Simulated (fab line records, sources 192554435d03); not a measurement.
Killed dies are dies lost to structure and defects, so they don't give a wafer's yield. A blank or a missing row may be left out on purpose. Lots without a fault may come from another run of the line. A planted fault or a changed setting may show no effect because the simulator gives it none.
Split-lot experiment | flow n5_finfet | 7 lots, 21 wafers read, on a route of 1938 steps

THE SPLIT
At N5_BEOL_M14_COAT_65 (time 60 s, resist thk 450 nm), the setting spin_rpm was moved away from the recipe's 1500 rpm on 3 of the 21 wafers read, by -10.3% to +8.9%. The other wafers ran this setting at the recipe's value.

The reading is taken at the split's own step.

THE READING
SOC_of_BEOL_M14_COAT_65.thk_nm (the simulator's own value, which no gauge read), in nm, at N5_BEOL_M14_COAT_65 (time 60 s, resist thk 450 nm). The file gives no usual value for it. The 18 wafers here that ran the recipe average 449.7 nm, standard deviation 1.3 nm.

wafer  | tool, chamber at the split | spin_rpm as run, rpm | against the recipe | SOC_of_BEOL_M14_COAT_65.thk_nm, nm | against lot-mates on the recipe
L078.4 | litho_track-05, 0          | 1345                 | -10.3%             | 473.6                              | +25.4
L078.5 | litho_track-05, 0          | 1500                 | recipe             | 448.8                              | -
L078.6 | litho_track-05, 0          | 1500                 | recipe             | 447.6                              | -
L082.1 | litho_track-01, 0          | 1500                 | recipe             | 448                                | -
L082.3 | litho_track-01, 0          | 1500                 | recipe             | 448.6                              | -
L082.4 | litho_track-01, 0          | 1500                 | recipe             | 449.2                              | -
L083.1 | litho_track-01, 0          | 1500                 | recipe             | 451                                | -
L083.4 | litho_track-01, 0          | 1634                 | +8.9%              | 432.6                              | -17.8
L083.5 | litho_track-01, 0          | 1500                 | recipe             | 449.8                              | -
L086.2 | litho_track-05, 0          | 1500                 | recipe             | 448.6                              | -
L086.5 | litho_track-05, 0          | 1500                 | recipe             | 449                                | -
L086.6 | litho_track-05, 0          | 1500                 | recipe             | 448                                | -
L091.4 | litho_track-02, 0          | 1500                 | recipe             | 450.6                              | -
L091.5 | litho_track-02, 0          | 1500                 | recipe             | 449.6                              | -
L091.6 | litho_track-02, 0          | 1500                 | recipe             | 450.8                              | -
L095.2 | litho_track-02, 0          | 1500                 | recipe             | 452.2                              | -
L095.3 | litho_track-02, 0          | 1500                 | recipe             | 451.2                              | -
L095.6 | litho_track-02, 0          | 1500                 | recipe             | 451.8                              | -
L097.1 | litho_track-02, 0          | 1500                 | recipe             | 449.6                              | -
L097.2 | litho_track-02, 0          | 1419                 | -5.4%              | 461.2                              | +11.2
L097.6 | litho_track-02, 0          | 1500                 | recipe             | 450.4                              | -

THE FIT
A straight line over all 21 wafers: SOC_of_BEOL_M14_COAT_65.thk_nm changes by -2.13 nm for each +1% of spin_rpm; r = -0.98; the points scatter about the line by 1.4 nm.
The same after taking each lot's own level away (the mean of its wafers on the recipe; 21 wafers): -2.23 nm for each +1%; r = -0.99; scatter 0.87 nm.
On that fit, the largest move of spin_rpm shifts the reading by 23 nm.
The lots' own levels span 448.20 to 451.73 nm, that is 2.7 times the standard deviation above.
So the lot-to-lot level changes the slope little: the two slopes agree.
Check: with one of the wafers moved furthest among these (-10.3%) left out of the fit, the line predicts +20.8 nm for it against its lot-mates. It came out at +25.4 nm against them.

OTHER SPLITS ON THESE WAFERS
These wafers also went through other splits before the reading. Each is held against what the fit with the lots' levels taken away leaves over:
other split on the same wafers    | wafers away from the commonest value | r with SOC_of_BEOL_M14_COAT_65.thk_nm (lot level and that fit taken away)
N5_BEOL_M7_ALD_77 ald_cycles      | 10                                   | +0.11
N5_BEOL_M13_CMP_49 down_force_psi | 7                                    | +0.38
N5_BEOL_M14_ILD_DEP_00 time_s     | 6                                    | +0.23

THE FILE'S OWN FIT
SOC_of_BEOL_M14_COAT_65.thk_nm changes by -2.23 nm for each +1% of spin_rpm, r = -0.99.
